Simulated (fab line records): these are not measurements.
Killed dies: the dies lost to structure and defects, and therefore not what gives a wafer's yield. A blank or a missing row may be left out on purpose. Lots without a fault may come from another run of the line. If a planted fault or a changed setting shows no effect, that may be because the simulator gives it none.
The same fault as seen by 2 desks -- flow n5_finfet -- each desk holds nothing but its own numbers, with what lay behind them at the end

== AT THE METROLOGY DESK ==
What the gauges read for every lot (on any tool): the sampled wafers with a number, averaged. Any lot whose mean is over 4 standard deviations away from the usual mean is out of limits and marked OUT; that distance is given in the brackets.
Columns: A = trench_depth_nm at N5_BEOL_M11_OCD_MEAS_38, usual 148.0 nm; B = M11_THK at N5_BEOL_M11_THK_MEAS_53, usual 141 nm; C = M11_RS at N5_BEOL_M11_RS_MEAS_57, usual 0.152 ohm/sq
lot,first seen here,A,B,C
L446,day 10 08:10,152.1,145,0.148
L449,day 11 13:19,145.5,139,0.156
L452,day 11 21:40,150.9,145,0.146
L450,day 12 01:28,148.2,143,0.152
L458,day 13 16:19,141.5,136,0.160
L462,day 14 16:08,149.7,145,0.150
L464,day 14 23:16,150.1,143,0.149
L468,day 16 16:41,150.2,143,0.150
L466,day 16 19:29,148.5,140,0.153
This desk found nothing out of limits on any of the 9 lots.

== TOOL OWNER'S DESK, rie_diel-03 ==
The tool's own readings at N5_BEOL_M11_TRENCH_ETCH_37 (etches SiCOH lowk in C4F6/O2, target depth 148.83 nm, time 48 s): means of the sampled wafers that have a number, for each lot that ran on this tool. Any lot whose mean is over 4 standard deviations away from the usual mean is out of limits and marked OUT; that distance is given in the brackets.
Columns: A = chamber_pressure_mTorr at N5_BEOL_M11_TRENCH_ETCH_37, usual 29.999 mTorr; B = drypump_motor_current_A at N5_BEOL_M11_TRENCH_ETCH_37, usual 5.8 A; C = oes_product_au at N5_BEOL_M11_TRENCH_ETCH_37, usual 0.78 a.u.; D = rf_fwd_power_W at N5_BEOL_M11_TRENCH_ETCH_37, usual 341.2 W; E = rf_vpp_V at N5_BEOL_M11_TRENCH_ETCH_37, usual 662 V; F = showerhead_plenum_p_Torr at N5_BEOL_M11_TRENCH_ETCH_37, usual 2.87 Torr; G = throttle_valve_pct at N5_BEOL_M11_TRENCH_ETCH_37, usual 20.9 %
lot,first seen here,A,B,C,D,E,F,G
L449,day 11 13:08,30.004,5.8,0.77,342.1,648,2.85,20.9
L450,day 12 01:17,30.010,5.9,0.77,342.7,640,2.81,21.0
L458,day 13 16:08,29.999,5.5,0.75,313.2 (-19) OUT,678,2.85,21.0
This desk's finding: out of limits on L458; first on L458, day 13 16:08 (rf_fwd_power_W at N5_BEOL_M11_TRENCH_ETCH_37). Within limits: L449, L450.

== BROUGHT TOGETHER ==
The tool owner's desk had the chance to raise an alarm at day 13 16:08 on L458.
Nothing out of limits was seen by the metrology desk.
The metrology desk holds a record of L458, inside its limits.
Of the lots named, all ran N5_BEOL_M11_TRENCH_ETCH_37 on rie_diel-03.

== WHAT THE SIMULATOR HAD INSERTED ==
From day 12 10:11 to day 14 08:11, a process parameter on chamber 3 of rie_diel-03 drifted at N5_BEOL_M11_TRENCH_ETCH_37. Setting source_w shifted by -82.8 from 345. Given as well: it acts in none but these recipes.
Shown lots that were struck: L458.
Time in hours from fault onset to the first out-of-limits reading at each desk: the tool owner's desk, 30.
